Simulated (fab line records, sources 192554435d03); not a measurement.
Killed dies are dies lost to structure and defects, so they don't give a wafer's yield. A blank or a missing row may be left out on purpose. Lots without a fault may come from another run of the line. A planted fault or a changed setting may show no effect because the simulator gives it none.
A struck lot beside a sound one | flow n5_finfet | 14 steps out of a route of 1938
Sound: wafers L466.1, L466.3, L466.4. Struck: wafers L477.3, L477.4, L477.6. The cause comes at the end.
At each step with rows: each side's tool, then ch and its chambers, then its first start. Under that, the readings that differ: sound wafers | struck wafers | difference of the means | sigmas: that difference in standard deviations of wafers without a fault.
alike: readings whose means differ by less than 2 such deviations, and words and numbers that are the same on both sides. not compared: withheld readings, readings that some wafer has no value for, bounds like >300 that may hide the same value, and numbers for which the record gives no deviation and whose values overlap.
The two part at a step that has a row with sigmas, a row that says differs or no value, or rows on one side only. Numbers that don't overlap but have no deviation are shown without sigmas and don't part them. A reading that every wafer of one side lacks parts them only if that side has two wafers or more.

N5_MIM_BOT_ETCH_ETCH_03: etches the open film in Cl2/BCl3, target depth 12 nm.
  sound on rie_metal-02 ch 0,1, day 12 11:22; struck on rie_metal-02 ch 0,1, day 14 16:00
  alike: drypump_motor_current_A, oes_product_au, throttle_valve_pct
  not compared: rf_hours_counter_h
N5_MIM_BOT_ETCH_ETCH_00: etches TiN in Cl2/BCl3, target depth 45.5 nm.
  sound on rie_metal-02 ch 0,1, day 12 11:27; struck on rie_metal-02 ch 0,1, day 14 16:06
  alike: drypump_motor_current_A, oes_product_au, throttle_valve_pct
  not compared: rf_hours_counter_h
N5_MIM_BOT_ETCH_STRIP_01: strips in O2.
  sound on rie_diel-01 ch 1,2,3, day 12 11:36; struck on rie_diel-03 ch 0,1,2, day 14 16:17
  alike: drypump_motor_current_A, oes_product_au, rf_vpp_V, showerhead_plenum_p_Torr, throttle_valve_pct
  not compared: rf_hours_counter_h
then, 3 steps without rows for these wafers: N5_MIM_BOT_ETCH_STRIP_02 (strips in post etch residue remover, time 1200 s); N5_MIM_BOT_ETCH_CLEAN_05 (cleans in IPA, time 180 s); N5_MIM_BOT_ETCH_SRD_06 (time 30 s).
N5_PASSIVATION_PECVD_55: deposits SiO2 from SiH4/N2O, target thk 400 nm, time 22.5 s.
  sound on pecvd-01 ch 0,2, day 12 12:06; struck on pecvd-01 ch 0,1,2, day 14 17:11
  alike: heater_power_w, showerhead_plenum_p_Torr, throttle_valve_pct
N5_PASSIVATION_PECVD_01: deposits SiNx from SiH4/NH3/N2, target thk 200 nm, time 43.2 s.
  sound on pecvd-01 ch 0,2, day 12 12:08; struck on pecvd-01 ch 0,1,2, day 14 17:13
  alike: heater_power_w, showerhead_plenum_p_Torr, throttle_valve_pct
then, 4 steps without rows for these wafers: N5_PASSIVATION_HMDS_03 (time 60 s); N5_PASSIVATION_COAT_04; N5_PASSIVATION_EBR_06; N5_PASSIVATION_SOFTBAKE_05 (time 90 s).
N5_PASSIVATION_EXPOSE_07: exposes mask TV, defocus 0 nm, target cd 3000 nm.
  sound on krf_scanner-02 ch 0, day 12 14:54; struck on krf_scanner-01, day 14 19:01
  no value came back on the struck wafers for exposure_dose_mJ_cm2, focus_offset_nm (nm), na; on the sound wafers exposure_dose_mJ_cm2 reads 22.777 22.737 22.776
  alike: mask
then, 1 step without rows for these wafers: N5_PASSIVATION_PEB_08.

WHERE THEY PART
Only at N5_PASSIVATION_EXPOSE_07, within this record.

WHY: what the simulator had put in
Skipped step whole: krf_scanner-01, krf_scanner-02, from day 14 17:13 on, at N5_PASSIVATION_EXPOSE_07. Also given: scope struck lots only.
